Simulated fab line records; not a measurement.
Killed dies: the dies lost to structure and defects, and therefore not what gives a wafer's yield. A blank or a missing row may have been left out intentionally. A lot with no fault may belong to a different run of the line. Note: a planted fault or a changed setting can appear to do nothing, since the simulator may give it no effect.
The tool behind it: which one? || flow n5Finfet || at 1 step of a route of 1938, 10 lots with 30 wafers sampled

## WHAT THE GAUGES READ, wafer by wafer
N5_BEOL_M0_SAQP_INSPECT_16: inspects for defects (brightfield).
{"lot": "L076", "measured": "day 6 00:44", "on": "defectInspect-02", "rawDefectCount": "704 589 879"}
{"lot": "L078", "measured": "day 6 11:23", "on": "defectInspect-01", "rawDefectCount": "487 345 468"}
{"lot": "L080", "measured": "day 7 01:56", "on": "defectInspect-01", "rawDefectCount": "518 594 558"}
{"lot": "L082", "measured": "day 7 13:49", "on": "defectInspect-02", "rawDefectCount": "558 598 658"}
{"lot": "L084", "measured": "day 8 06:37", "on": "defectInspect-01", "rawDefectCount": "1048 704 1056"}
{"lot": "L086", "measured": "day 8 12:55", "on": "defectInspect-01", "rawDefectCount": "628 1056 736"}
{"lot": "L088", "measured": "day 9 08:46", "on": "defectInspect-01", "rawDefectCount": "547 790 893"}
{"lot": "L091", "measured": "day 9 23:26", "on": "defectInspect-01", "rawDefectCount": "771 829 759"}
{"lot": "L092", "measured": "day 10 04:23", "on": "defectInspect-01", "rawDefectCount": "432 638 475"}
{"lot": "L096", "measured": "day 11 12:17", "on": "defectInspect-01", "rawDefectCount": "638 482 550"}

## WHICH TOOL RAN EACH LOT (tool, then ch and the chambers of the sampled wafers, then the start)
There is no process step in the record ahead of these readings.

## THE ANSWER, worked out from the rows above alone
Rule: usual is defined by the lots themselves. Put in order of their means at a reading, lots are off if they are a third of the lots or fewer, leave a main group of 4 or more, and stand apart from it by a gap of 3 or more times the standard deviation of the main group's means; of several such gaps the widest counts. If all means in a main group match to the digits the tables above print for the reading, that group is not used. A lot without any number at a reading at which 4 lots or more have one is off too. Where the step has rows for the other lots, those lots are counted as sound.
Across all readings shown, no lot is off: no conclusion can be drawn from this.

## WHAT THE SIMULATOR PUT IN
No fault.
